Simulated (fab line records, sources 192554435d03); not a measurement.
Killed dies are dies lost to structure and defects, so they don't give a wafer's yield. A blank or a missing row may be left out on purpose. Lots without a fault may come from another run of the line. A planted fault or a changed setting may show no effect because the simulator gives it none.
fab line records | flow n5_finfet
record lots=9 wafers=27 last_day=17
route steps=1938 shown HKMG_FIN@401 BEOL_M4@1111
lots that met no fault: from a run of the same line without faults
start_h: hours from the record's first day to the start of the lot's first wafer shown | wait_h: hours since the lot's step before | " the same as in the row above | L1.1+2: a row that stands for several wafers | - no value, or no start given | * or withheld: withheld | < > ~ a bound
route shown NAME@n: a module of which the file shows steps, and the number in the route of the first | usual: mean/standard deviation of fault-free wafers | same: alike in all rows | chamber/n: place in a boat | sites: the reading at each site | _std_site: their standard deviation | _edge_site: outer sites' mean less inner sites' | radius_mm: how far each site lies from the wafer's centre | mask NAME#n: copy n | behind: the tool/chamber that last shaped the wafer | hold: why the lot was held/for how many hours/how that ended | device: the transistor (n, p or np) that didn't switch | end of line: the same wafers' tests at the end of the route | a step without rows: its recipe alone | killed: dies lost to structure and defects at the first sort, not the wafer's yield | map: a wafer's dies, x killed, . not, _ none there
set.NAME: the setting as run; set.NAME@STEP: as run at that earlier step | model.NAME: the simulator's own value behind a step, which no gauge read
steps of the route over a sample of lots; a table a step, a row a wafer
services: from which hour (start_h, from the record's first day; less than 0 if before it) a tool's chamber was out of use, for how many hours, and why
## steps
# step N5_HKMG_FIN_DESCUM_53
# recipe chemistry=O2 time_s=7.9 source_power_w=50 bias_power_w=20 pressure_mtorr=20 rf_frequency_hz=2.712e+07 temp_c=40 resist=CAR-ArF o2_flow_sccm=225
# usual drypump_motor_current_A=5.7/0.52 oes_product_au=0.76/0.076 rf_vpp_V=242.7/0.96 showerhead_plenum_p_Torr=2.067/0.027 throttle_valve_pct=20.46/0.23
# columns lot.wafer tool chamber start_h wait_h drypump_motor_current_A oes_product_au rf_hours_counter_h rf_vpp_V showerhead_plenum_p_Torr throttle_valve_pct
L442.3 rie_diel-01 1 82.79 0.2 5.7 0.70 211 243.4 2.075 20.54
L442.4 " 0 " " 6.5 0.94 11 243.0 2.057 19.95
L442.6 " 3 " " 4.8 0.76 - 242.6 2.084 20.49
L446.1 rie_diel-02 2 110.21 0.0 5.9 0.75 147 243.7 2.086 20.76
L446.4 " 3 " " 6.0 0.80 94 242.8 2.113 20.27
L446.5 " 0 " " 5.6 0.81 - 241.8 2.033 20.43
L447.3 rie_diel-02 3 117.58 0.1 6.0 0.78 97 244.4 2.113 20.28
L447.5 " 2 " " 5.9 0.75 - 243.0 2.085 20.75
L447.6 " 3 " " 6.1 0.78 - 244.0 2.112 20.29
L449.2 rie_diel-01 2 128.06 0.4 5.7 0.67 246 243.2 2.057 20.83
L449.5 " 2 " " 5.7 0.68 - 241.9 2.057 20.83
L449.6 " 0 " " 6.5 0.90 - 242.2 2.052 19.99
L455.2 rie_diel-02 2 173.12 0.0 5.9 0.73 170 243.8 2.077 20.79
L455.3 " 0 " " 5.6 0.78 109 242.2 2.026 20.47
L455.6 " 2 " " 6.0 0.73 - 242.3 2.078 20.80
L457.1 rie_diel-05 2 175.60 0.1 5.2 0.73 172 240.8 1.997 20.50
L457.4 " 0 " " 5.1 0.69 - 241.6 2.077 20.45
L457.6 " 2 " " 5.2 0.72 - 240.4 1.997 20.49
L460.1 rie_diel-01 0 196.20 0.0 6.5 0.85 53 243.1 2.043 20.04
L460.5 " 0 " " 6.5 0.85 - 242.4 2.043 20.03
L460.6 " 3 " " 4.8 0.72 - 242.5 2.069 20.58
L461.2 rie_diel-05 3 197.04 0.0 5.8 0.70 222 240.9 2.068 20.88
L461.5 " 2 " " 5.2 0.72 - 241.3 1.994 20.50
L461.6 " 0 " " 5.1 0.68 - 244.2 2.073 20.46
L462.1 rie_diel-02 0 205.34 0.0 5.6 0.78 121 242.6 2.022 20.47
L462.2 " 1 " " 6.1 0.72 172 242.1 2.091 20.28
L462.3 " 2 " " 5.9 0.73 180 242.6 2.075 20.82
# step N5_HKMG_FIN_ETCH_54
# recipe chemistry=CF4 target=SiARC target_depth_a=455 mask_material=CAR-ArF time_s=75.8 ion_energy_ev=80 pressure_mtorr=40 source_w=545 bias_w=36 Ar_flow_sccm=100 cf4_flow_sccm=100 ends=cleared
# usual bias_w=36.00/0.097 drypump_motor_current_A=5.7/0.52 etch_rf_on_time_s=75.7/1.1 oes_product_au=0.65/0.064 rf_vpp_V=183.7/0.83 showerhead_plenum_p_Torr=2.118/0.028 throttle_valve_pct=15.66/0.26
# columns lot.wafer tool chamber start_h wait_h bias_w drypump_motor_current_A etch_rf_on_time_s oes_product_au rf_hours_counter_h rf_vpp_V showerhead_plenum_p_Torr throttle_valve_pct
L442.3 rie_diel-01 1 82.82 0.0 35.96 5.8 74.5 0.60 211 183.4 2.122 15.74
L442.4 " 0 " " 36.12 6.5 75.3 0.81 11 184.7 2.107 15.14
L442.6 " 3 " " 36.18 4.8 74.5 0.65 - 182.6 2.142 15.76
L446.1 rie_diel-02 2 110.25 0.0 35.88 6.0 77.6 0.64 147 183.4 2.148 16.01
L446.4 " 3 " " 35.88 6.1 75.0 0.68 94 183.9 2.162 15.49
L446.5 " 0 " " 35.88 5.6 76.0 0.68 - 183.7 2.075 15.54
L447.3 rie_diel-02 3 117.61 0.0 36.09 6.1 74.6 0.67 97 186.0 2.161 15.50
L447.5 " 2 " " 36.11 6.0 77.6 0.64 - 184.6 2.147 16.01
L447.6 " 3 " " 36.02 6.1 74.0 0.69 - 184.4 2.160 15.50
L449.2 rie_diel-01 2 128.10 0.0 35.89 5.7 77.0 0.58 246 183.7 2.114 16.08
L449.5 " 2 " " 35.97 5.7 76.9 0.58 - 182.9 2.115 16.08
L449.6 " 0 " " 36.01 6.5 75.5 0.77 - 183.6 2.101 15.17
L455.2 rie_diel-02 2 173.15 0.0 35.92 6.0 78.1 0.63 170 183.8 2.141 16.05
L455.3 " 0 " " 36.25 5.6 75.4 0.67 109 182.6 2.068 15.58
L455.6 " 2 " " 35.92 5.9 79.0 0.62 - 183.2 2.141 16.05
L457.1 rie_diel-05 2 175.64 0.0 35.97 5.1 74.4 0.62 172 183.7 2.049 15.71
L457.4 " 0 " " 35.90 5.1 76.3 0.58 - 185.0 2.113 15.62
L457.6 " 2 " " 35.95 5.1 75.0 0.62 - 182.3 2.049 15.71
L460.1 rie_diel-01 0 196.24 0.0 36.18 6.5 75.7 0.73 53 183.6 2.093 15.21
L460.5 " 0 " " 36.16 6.5 75.8 0.74 - 183.4 2.093 15.21
L460.6 " 3 " " 35.96 4.8 76.5 0.62 - 183.9 2.128 15.86
L461.2 rie_diel-05 3 197.08 0.0 35.82 5.7 77.6 0.59 222 182.7 2.121 16.08
L461.5 " 2 " " 35.87 5.2 76.4 0.61 - 184.4 2.046 15.75
L461.6 " 0 " " 36.12 5.1 77.9 0.57 - 182.8 2.110 15.64
L462.1 rie_diel-02 0 205.37 0.0 35.88 5.6 75.5 0.66 121 182.8 2.065 15.60
L462.2 " 1 " " 35.91 6.1 75.3 0.61 172 184.8 2.137 15.49
L462.3 " 2 " " 35.94 5.9 78.6 0.61 180 183.9 2.137 16.07
# step N5_HKMG_FIN_ETCH_31
# recipe chemistry=CF4 target=SiARC target_depth_a=455 mask_material=CAR-ArF time_s=75.8 ion_energy_ev=80 pressure_mtorr=40 source_w=545 bias_w=36 Ar_flow_sccm=100 cf4_flow_sccm=100 ends=cleared
# usual bias_w=36.01/0.11 drypump_motor_current_A=5.8/0.43 etch_rf_on_time_s=75.8/1.3 oes_product_au=0.65/0.051 rf_vpp_V=183.7/0.81 showerhead_plenum_p_Torr=2.12/0.032 throttle_valve_pct=15.68/0.25
# columns lot.wafer tool chamber start_h wait_h bias_w drypump_motor_current_A etch_rf_on_time_s oes_product_au rf_hours_counter_h rf_vpp_V showerhead_plenum_p_Torr throttle_valve_pct
L442.3 rie_diel-02 0 86.10 0.0 36.05 5.6 74.5 0.70 81 183.5 2.08 15.52
L442.4 " 3 " " 35.93 6.1 73.5 0.69 86 183.8 2.16 15.48
L442.6 " 2 " " 35.97 5.9 77.8 0.64 - 185.1 2.15 16.00
L446.1 rie_diel-02 1 113.49 0.0 37.69 6.1 73.9 0.64 139 188.5 2.15 15.42
L446.4 " 0 " " 37.65 5.6 74.4 0.69 91 187.9 2.07 15.53
L446.5 " 2 " " 37.65 5.9 77.4 0.65 - 189.7 2.15 16.02
L447.3 rie_diel-02 2 120.99 0.0 37.56 6.0 76.5 0.64 152 188.1 2.15 16.02
L447.5 " 1 " " 37.59 6.1 74.3 0.64 - 188.2 2.15 15.43
L447.6 " 2 " " 37.59 6.0 76.7 0.64 - 187.9 2.15 16.01
L449.2 rie_diel-02 0 131.92 0.0 37.72 5.6 73.1 0.69 96 188.5 2.07 15.56
L449.5 " 2 " " 37.84 5.9 75.4 0.64 - 189.3 2.15 16.02
L449.6 " 1 " " 37.63 6.1 73.9 0.63 - 189.7 2.15 15.42
L455.2 rie_diel-05 0 176.61 0.0 35.94 5.1 76.9 0.58 230 182.5 2.11 15.62
L455.3 " 2 " " 35.86 5.2 76.5 0.62 173 184.2 2.05 15.71
L455.6 " 2 " " 35.93 5.2 76.5 0.62 - 184.3 2.05 15.70
L457.1 rie_diel-01 0 179.41 0.0 35.89 6.5 76.6 0.73 47 182.7 2.09 15.20
L457.4 " 1 " " 35.91 5.7 76.4 0.59 235 184.2 2.11 15.79
L457.6 " 0 " " 36.15 6.5 76.3 0.74 - 183.0 2.09 15.21
L460.1 rie_diel-02 3 199.61 0.0 36.10 6.0 75.6 0.65 125 182.7 2.15 15.55
L460.5 " 0 " " 36.05 5.6 75.9 0.67 - 184.4 2.07 15.60
L460.6 " 1 " " 36.01 6.1 75.6 0.61 - 182.7 2.14 15.47
L461.2 rie_diel-02 1 200.44 0.0 36.04 6.1 75.9 0.61 170 184.1 2.14 15.47
L461.5 " 0 " " 35.94 5.7 75.5 0.66 - 182.9 2.07 15.61
L461.6 " 1 " " 36.02 6.1 74.8 0.62 - 183.6 2.14 15.48
L462.1 rie_diel-02 0 208.89 0.0 36.16 5.6 74.0 0.66 123 183.8 2.06 15.60
L462.2 " 3 " " 35.97 6.1 73.8 0.65 127 183.1 2.15 15.56
L462.3 " 1 " " 36.05 6.1 74.8 0.61 173 183.1 2.14 15.47
# step N5_HKMG_FIN_STRIP_19
# recipe chemistry=N2/H2 power_w=2500 temp_c=300 h2_frac=0.65 time_s=360 pressure_mtorr=withheld n2_flow_sccm=1750 h2_flow_sccm=3250
# usual drypump_motor_current_A=5.7/0.41 heater_power_w=470/52
# columns lot.wafer tool chamber start_h wait_h drypump_motor_current_A heater_power_w rf_hours_counter_h
L442.3 plasma_asher-02 1 86.78 0.1 5.3 407 -
L442.4 " 0 " " 5.4 465 -
L442.6 " 1 " " 5.2 403 -
L446.1 plasma_asher-02 0 114.05 0.0 5.4 493 42
L446.4 " 1 " " 5.2 400 -
L446.5 " 1 " " 5.2 414 -
L447.3 plasma_asher-01 1 121.67 0.1 5.6 558 -
L447.5 " 0 " " 6.3 445 -
L447.6 " 1 " " 5.6 540 -
L449.2 plasma_asher-02 0 132.58 0.1 5.4 466 46
L449.5 " 0 " " 5.5 472 -
L449.6 " 1 " " 5.3 392 -
L455.2 plasma_asher-02 0 177.17 0.0 5.4 482 54
L455.3 " 0 " " 5.4 494 -
L455.6 " 1 " " 5.2 404 -
L457.1 plasma_asher-01 1 179.97 0.0 5.6 546 101
L457.4 " 0 " " 6.3 454 -
L457.6 " 1 " " 5.6 537 -
L460.1 plasma_asher-01 1 200.17 0.0 5.6 557 105
L460.5 " 1 " " 5.6 528 -
L460.6 " 0 " " 6.3 445 -
L461.2 plasma_asher-01 1 201.00 0.0 5.6 546 106
L461.5 " 0 " " 6.3 456 -
L461.6 " 1 " " 5.6 554 -
L462.1 plasma_asher-01 1 209.46 0.0 5.6 554 108
L462.2 " 0 " " 6.3 447 108
L462.3 " 0 " " 6.3 448 -
# step N5_BEOL_M4_RC_MEAS_101
# usual DIBL_N=36.5/1.4 DIBL_P=36.5/1.6 IOFF_N=0.163/0.022 IOFF_P=0.219/0.029 ION_N=675/8.3 ION_P=464/6.2 SS_N=71.5/0.52 SS_P=73.4/0.57 VT_N=249.7/2.6 VT_P=-250/3
# columns lot.wafer tool chamber start_h wait_h DIBL_N[mV/V] DIBL_P[mV/V] IOFF_N[nA/um] IOFF_P[nA/um] ION_N[uA/um] ION_P[uA/um] SS_N[mV/dec] SS_P[mV/dec] VT_N[mV] VT_P[mV]
L442.3 prober-01 0 183.48 0.3 37.4 38.1 0.189 0.216 673 455 72.7 73.7 247.7 -251
L442.4 " 0 " " 34.2 34.8 0.134 0.174 666 453 71.4 73.3 251.4 -255
L442.6 " 0 " " 36.5 38.0 0.174 0.213 676 461 72.3 73.4 250.6 -251
L446.1 prober-02 0 208.24 0.0 33.4 33.0 0.120 0.162 675 459 71.2 72.3 252.0 -251
L446.4 " 0 " " 35.9 36.4 0.169 0.212 688 473 72.3 73.6 247.8 -249
L446.5 " 0 " " 33.5 33.4 0.123 0.164 666 457 71.3 72.5 251.7 -254
L447.3 prober-01 0 213.32 0.3 36.9 36.2 0.172 0.197 666 454 72.1 73.3 251.5 -250
L447.5 " 0 " " 35.8 35.2 0.154 0.188 666 454 70.6 73.4 250.5 -251
L447.6 " 0 " " 36.2 36.4 0.173 0.200 682 462 71.4 73.0 249.3 -251
L449.2 prober-02 0 240.40 0.2 38.6 37.9 0.185 0.256 682 467 72.0 74.1 248.0 -250
L449.5 " 0 " " 36.2 34.9 0.140 0.201 674 464 71.2 73.1 251.5 -250
L449.6 " 0 " " 37.8 37.6 0.179 0.246 683 475 71.0 73.8 251.6 -249
L457.1 prober-02 0 271.91 0.0 37.0 38.0 0.185 0.256 686 470 71.1 73.8 248.4 -249
L457.4 " 0 " " 37.5 37.7 0.187 0.247 677 460 72.3 73.7 250.2 -247
L457.6 " 0 " " 37.3 37.9 0.180 0.249 680 467 71.8 73.4 248.8 -246
L455.2 prober-01 0 279.40 0.2 38.6 37.1 0.181 0.226 682 462 72.3 73.7 246.5 -251
L455.3 " 0 " " 38.1 36.5 0.173 0.205 678 456 72.3 73.7 248.6 -253
L455.6 " 0 " " 38.4 36.5 0.177 0.205 665 450 71.2 73.2 249.0 -254
L460.1 prober-02 0 290.68 0.0 38.5 38.0 0.175 0.240 681 464 71.3 74.3 250.5 -247
L460.5 " 0 " " 38.7 37.9 0.184 0.244 666 460 71.4 74.3 248.6 -248
L460.6 " 0 " " 38.1 37.6 0.174 0.248 685 471 71.4 74.0 247.6 -247
L461.2 prober-01 0 298.36 0.2 35.9 37.2 0.158 0.203 675 467 71.4 73.2 251.6 -253
L461.5 " 0 " " 34.6 35.2 0.136 0.166 668 458 70.9 73.3 251.9 -258
L461.6 " 0 " " 36.0 37.6 0.166 0.203 682 463 71.8 73.5 249.8 -252
L462.1 prober-02 0 310.36 0.0 35.7 37.9 0.170 0.230 681 472 72.5 73.4 250.1 -248
L462.2 " 0 " " 33.3 34.6 0.127 0.184 675 467 71.0 72.6 252.1 -251
L462.3 " 0 " " 35.0 36.6 0.151 0.217 675 465 71.1 73.3 250.0 -249
## services
# columns tool chamber start_h hours kind
rie_diel-05 0 62.35 5.0 repair
plasma_asher-02 - 77.58 0.3 repair
rie_diel-01 1 88.68 15.3 repair
plasma_asher-02 - 89.32 2.0 repair
plasma_asher-02 - 92.62 0.3 repair
rie_diel-01 1 126.77 8.7 repair
plasma_asher-01 - 130.10 3.4 repair
rie_diel-01 2 136.93 - clean
rie_diel-01 2 136.93 - consumable_replace:focus_ring
rie_diel-01 2 136.93 22.3 scheduled_down
rie_diel-01 2 136.93 22.3 vent_cycle
rie_diel-05 0 141.50 9.7 repair
rie_diel-05 1 163.92 15.8 repair
plasma_asher-02 - 164.43 2.8 pm
plasma_asher-01 - 167.18 2.8 pm
rie_diel-05 1 184.07 - clean
rie_diel-05 1 184.07 - consumable_replace:focus_ring
rie_diel-05 1 184.07 21.9 scheduled_down
rie_diel-05 1 184.07 21.9 vent_cycle
rie_diel-01 0 205.00 10.7 repair
## key
first_sign step=N5_HKMG_FIN_ETCH_31 reading=bias_w direction=up sigmas=15 usual=* struck=*
effect step=N5_HKMG_FIN_ETCH_31 reading=rf_vpp_V direction=up sigmas=6.1 usual=183.7 struck=188.7
met_at N5_HKMG_FIN_ETCH_31
struck_lots L446,L447,L449
not_acting_at N5_HKMG_FIN_DESCUM_53,N5_HKMG_FIN_ETCH_54,N5_HKMG_FIN_STRIP_19
onset_between 86.10 113.49
fault kind=process_parameter_drift tool=rie_diel-02 chamber=- onset_h=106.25 steps=N5_HKMG_FIN_ETCH_31 channel=bias_w offset=* shape=step end_h=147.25 acts_in=* stated=*
